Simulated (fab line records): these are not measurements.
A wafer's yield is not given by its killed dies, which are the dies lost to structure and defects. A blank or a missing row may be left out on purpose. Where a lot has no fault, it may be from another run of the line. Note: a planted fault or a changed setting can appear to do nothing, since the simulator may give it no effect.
Chamber matching    flow n5Finfet    rieDiel-01 running N5_BEOL_M14_VIA_ETCH_16: 4 sister chambers
The step etches SiO2 in C4F8/O2/Ar, target depth 1231.3 nm. 20 wafers are shown with their chamber, then 10 later ones without.

WAFERS PAIRED WITH THEIR CHAMBERS
wafer   chamber  rfVppV (V)  drypumpMotorCurrentA (A)  throttleValvePct (%)
L075.2  1        2167        6.1                       30.77
L075.3  2        2254        4.8                       31.08
L075.4  0        2151        5.6                       30.46
L077.3  2        2253        4.8                       31.08
L077.4  2        2252        4.8                       31.09
L077.5  1        2168        6.1                       30.77
L078.3  0        2148        5.6                       30.46
L078.4  2        2252        4.8                       31.10
L078.5  2        2252        4.8                       31.07
L080.1  2        2252        4.8                       31.09
L080.3  1        2167        6.1                       30.79
L080.4  3        2230        5.2                       30.61
L081.2  1        2169        6.2                       30.79
L081.4  2        2253        4.8                       31.10
L081.6  0        2150        5.6                       30.48
L084.2  3        2230        5.2                       30.61
L084.4  2        2253        4.8                       31.10
L084.5  2        2252        4.8                       31.11
L089.1  3        2229        5.2                       30.61
L089.3  1        2165        6.2                       30.81

SIGNATURES (averages over the wafers above)
reading               chamber 0  chamber 1  chamber 2  chamber 3  scatter within a chamber
rfVppV                2149.67    2167.20    2252.56    2229.67    1.07
drypumpMotorCurrentA  5.600      6.140      4.800      5.200      0.0274
throttleValvePct      30.4667    30.7860    31.0911    30.6100    0.0129
Rule: a wafer lies at a distance from a chamber equal to the root of the sum of squares, over the readings, of (its reading less the chamber's mean, divided by the reading's scatter). If the next closest chamber is less than 2 further off than the closest, the wafer can't be placed; otherwise it belongs to the closest. The scatter: the root of (the sum of the squares of (reading less its chamber's mean) over the shown wafers, divided by (wafers less chambers)).

WAFERS MISSING THEIR CHAMBER
wafer   rfVppV (V)  drypumpMotorCurrentA (A)  throttleValvePct (%)
L089.5  2166        6.1                       30.81
L093.1  2166        6.1                       30.80
L093.3  2148        5.6                       30.48
L093.5  2230        5.2                       30.60
L094.1  2229        5.2                       30.61
L094.2  2166        6.1                       30.81
L094.5  2149        5.6                       30.50
L092.1  2165        6.1                       30.83
L092.3  2229        5.2                       30.61
L092.6  2166        6.1                       30.82

WHICH CHAMBER EACH WENT THROUGH
wafer   from the rows above  in truth
L089.5  1                    1
L093.1  1                    1
L093.3  0                    0
L093.5  3                    3
L094.1  3                    3
L094.2  1                    1
L094.5  0                    0
L092.1  1                    1
L092.3  3                    3
L092.6  1                    1
Correctly placed: 10 of 10. Number that these rows cannot place: 0. Number placed wrongly: 0.
